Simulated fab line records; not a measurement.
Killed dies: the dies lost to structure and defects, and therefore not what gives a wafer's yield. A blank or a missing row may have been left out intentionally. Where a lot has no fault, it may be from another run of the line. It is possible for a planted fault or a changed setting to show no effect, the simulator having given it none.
A struck lot beside a sound one || flow n5 finfet || 15 steps out of a route of 1938
Sound: wafers L990.2, L990.3, L990.6. Struck: wafer L999.6 (L999.3, L999.4, from the same lot, were not struck and are left out); the cause is given at the end.
Order at every step that has rows: each side's tool, ch and its chambers, its first start. Under that, the readings that differ: sound wafers || struck wafers || difference of the means || sigmas: that difference in standard deviations of wafers without a fault.
alike: readings with means less than 2 such deviations apart, plus words and numbers identical on both sides. not compared: withheld readings, readings lacking a value on some wafer, bounds such as >300 that could conceal the same value, and numbers that have no deviation in the record and whose values overlap.
A row with sigmas, a row that says differs or no value, or rows on one side alone: a step with any of these is where the two part. Non-overlapping numbers with no deviation appear without sigmas and do not part them. A reading that every wafer of one side lacks parts them only if that side has two wafers or more.

first, 1 step without rows for these wafers: N5_BEOL_M10_ALD_74 (deposits TaN, target thk 2 nm, pulse time 2 s, purge time 3 s).
N5_BEOL_M10_SURFACE_TREAT_76:
  sound: pvd sputter-01 at day 11 06:08; struck: pvd sputter-03 at day 13 17:20
  not compared: throttle valve pct
then, 1 step without rows for these wafers: N5_BEOL_M10_CVD_75 (deposits Co from CCTBA/H2, target thk 2 nm, time 138.9 s).
N5_BEOL_M10_SPUTTER_48: material Cu, target thk 12 nm, time 2 s.
  sound: pvd sputter-02 at day 11 06:40; struck: pvd sputter-01 at day 13 17:57
  alike: throttle valve pct
then, 1 step without rows for these wafers: N5_BEOL_M10_ECD_50 (material Cu, target thk 318 nm).
N5_BEOL_M10_ANNEAL_51: time 90 s.
  sound on rtp anneal-02 ch 0, day 11 06:56; struck on rtp anneal-02 ch 0, day 13 18:23
  alike: wafer_temp_C_max
N5_BEOL_M10_CMP_52: polishes, stops on SiCOH lowk, t overpolish 7 s, target thk 140 nm.
  sound on cmp-04 ch 0,1,3, day 11 07:16; struck on cmp-01 ch 2, day 13 18:35
  alike: barrier field endpoint s, motor current A, overpolish run s, time to endpoint s
N5_BEOL_M10_THK_MEAS_53: measures by xrf.
  sound: film metro-01 at day 11 07:29; struck: film metro-01 at day 13 18:53
{"reading": "M10_THK (nm)", "sound": "141.1 137.2 139.2", "struck": 133.5, "difference": -5.7, "sigmas": -3}
then, 2 steps without rows for these wafers: N5_BEOL_M10_PRE_CLEAN_55 (time 15 s); N5_BEOL_M10_DEP_56 (deposits SiCN from 3MS/NH3, target thk 15 nm, time 26.5 s).
N5_BEOL_M10_RS_MEAS_57: a four-point-probe measurement.
  sound: film metro-01 at day 11 07:37; struck: film metro-02 at day 13 19:02
{"reading": "M10_RS (ohm/sq)", "sound": "0.1487 0.1530 0.1509", "struck": 0.1560, "difference": "+0.0051", "sigmas": "+2"}
N5_BEOL_M10_INSPECT_58: inspects for defects (darkfield).
  sound: defect inspect-01 at day 11 07:39; struck: defect inspect-01 at day 13 19:03
  alike: raw defect count
N5_BEOL_M11_ILD_DEP_00: deposits SiCOH lowk from DEMS/porogen, target thk 308.51 nm, time 58 s.
  sound on pecvd-01 ch 0,1,2, day 11 07:41; struck on pecvd-01 ch 0, day 13 19:05
{"reading": "susceptor temp C (C)", "sound": "299.91 300.30 299.74", "struck": 302.82, "difference": "+2.84", "sigmas": "+14"}
  alike: heater power w, rf fwd power W, showerhead plenum p Torr, throttle valve pct
N5_BEOL_M11_CURE_71: cures SiCOH lowk, time 240 s.
  sound on uv cure-01 ch 2, day 11 07:50; struck on uv cure-03 ch 0, day 13 19:20
  alike: lamp power pct, wafer_temp_C_max
-- here the record skips 2 days between the struck wafers' starts before and after, leaving off in module BEOL_M11 and picking up in module PASSIVATION (first step shown: number 1936 of the route) --
N5_PASSIVATION_PROBE_49:
  the record has rows for the struck wafers here (prober-01, day 16 01:42) and none for the sound ones

== WHERE THEY PART ==
At N5_BEOL_M10_THK_MEAS_53 first; at N5_PASSIVATION_PROBE_49 last (within this record only).

WHY: what the simulator had put in
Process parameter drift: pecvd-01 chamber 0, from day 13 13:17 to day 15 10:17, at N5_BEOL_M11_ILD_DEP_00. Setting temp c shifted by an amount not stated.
